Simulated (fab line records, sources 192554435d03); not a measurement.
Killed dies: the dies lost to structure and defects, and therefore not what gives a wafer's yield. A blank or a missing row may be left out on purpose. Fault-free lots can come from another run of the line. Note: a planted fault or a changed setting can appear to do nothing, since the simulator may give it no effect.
Matching of chambers | flow n5Finfet | N5_BEOL_M5_DESCUM_16 on rieDiel-03: 4 sister chambers
The step chemistry O2, time 7 s. 18 wafers are shown with their chamber, then 9 later ones without.

## WAFERS, EACH WITH ITS CHAMBER
wafer  | chamber | drypumpMotorCurrentA (A) | showerheadPlenumPTorr (Torr) | throttleValvePct (%)
L076.2 | 2       | 6.6                      | 2.07                         | 20.69
L076.5 | 3       | 5.4                      | 2.18                         | 20.74
L076.6 | 0       | 6.5                      | 2.16                         | 20.38
L077.2 | 2       | 6.6                      | 2.07                         | 20.69
L077.3 | 1       | 5.7                      | 2.14                         | 20.22
L077.6 | 3       | 5.4                      | 2.18                         | 20.74
L078.2 | 2       | 6.6                      | 2.07                         | 20.72
L078.3 | 3       | 5.4                      | 2.18                         | 20.74
L078.6 | 3       | 5.4                      | 2.18                         | 20.75
L079.1 | 3       | 5.4                      | 2.18                         | 20.75
L079.2 | 2       | 6.5                      | 2.07                         | 20.70
L079.5 | 1       | 5.7                      | 2.14                         | 20.23
L084.3 | 0       | 6.5                      | 2.16                         | 20.07
L084.4 | 0       | 6.5                      | 2.16                         | 20.08
L084.6 | 3       | 5.4                      | 2.18                         | 20.76
L092.1 | 2       | 6.6                      | 2.06                         | 20.38
L092.2 | 3       | 5.4                      | 2.17                         | 20.80
L092.3 | 1       | 5.7                      | 2.13                         | 20.27

SIGNATURES (averages over the wafers above)
reading               | chamber 0 | chamber 1 | chamber 2 | chamber 3 | scatter within a chamber
drypumpMotorCurrentA  | 6.500     | 5.700     | 6.580     | 5.400     | 0.0239
showerheadPlenumPTorr | 2.1600    | 2.1367    | 2.0680    | 2.1786    | 0.00407
throttleValvePct      | 20.1767   | 20.2400   | 20.6360   | 20.7543   | 0.103
Rule: for each reading, subtract the chamber's mean from the wafer's reading, divide by that reading's scatter and square the result; add these up over the readings and take the root, which gives the wafer's distance from the chamber. If the next closest chamber is less than 2 further off than the closest, the wafer can't be placed; otherwise it belongs to the closest. The scatter: the root of (the sum of the squares of (reading less its chamber's mean) over the shown wafers, divided by (wafers less chambers)).

## WAFERS WHOSE CHAMBER IS MISSING
wafer  | drypumpMotorCurrentA (A) | showerheadPlenumPTorr (Torr) | throttleValvePct (%)
L095.1 | 5.7                      | 2.13                         | 20.27
L095.3 | 6.5                      | 2.15                         | 20.11
L095.6 | 6.6                      | 2.06                         | 20.38
L094.3 | 5.7                      | 2.13                         | 20.29
L094.5 | 6.6                      | 2.06                         | 20.40
L094.6 | 5.7                      | 2.13                         | 20.27
L096.1 | 6.5                      | 2.14                         | 20.12
L096.4 | 6.6                      | 2.06                         | 20.40
L096.5 | 6.5                      | 2.14                         | 20.13

## EACH ONE'S CHAMBER
wafer  | from the rows above | in truth
L095.1 | 1                   | 1
L095.3 | 0                   | 0
L095.6 | 2                   | 2
L094.3 | 1                   | 1
L094.5 | 2                   | 2
L094.6 | 1                   | 1
L096.1 | 0                   | 0
L096.4 | 2                   | 2
L096.5 | 0                   | 0
9 of 9 placed correctly. Number that these rows cannot place: 0. Wrongly placed: 0.
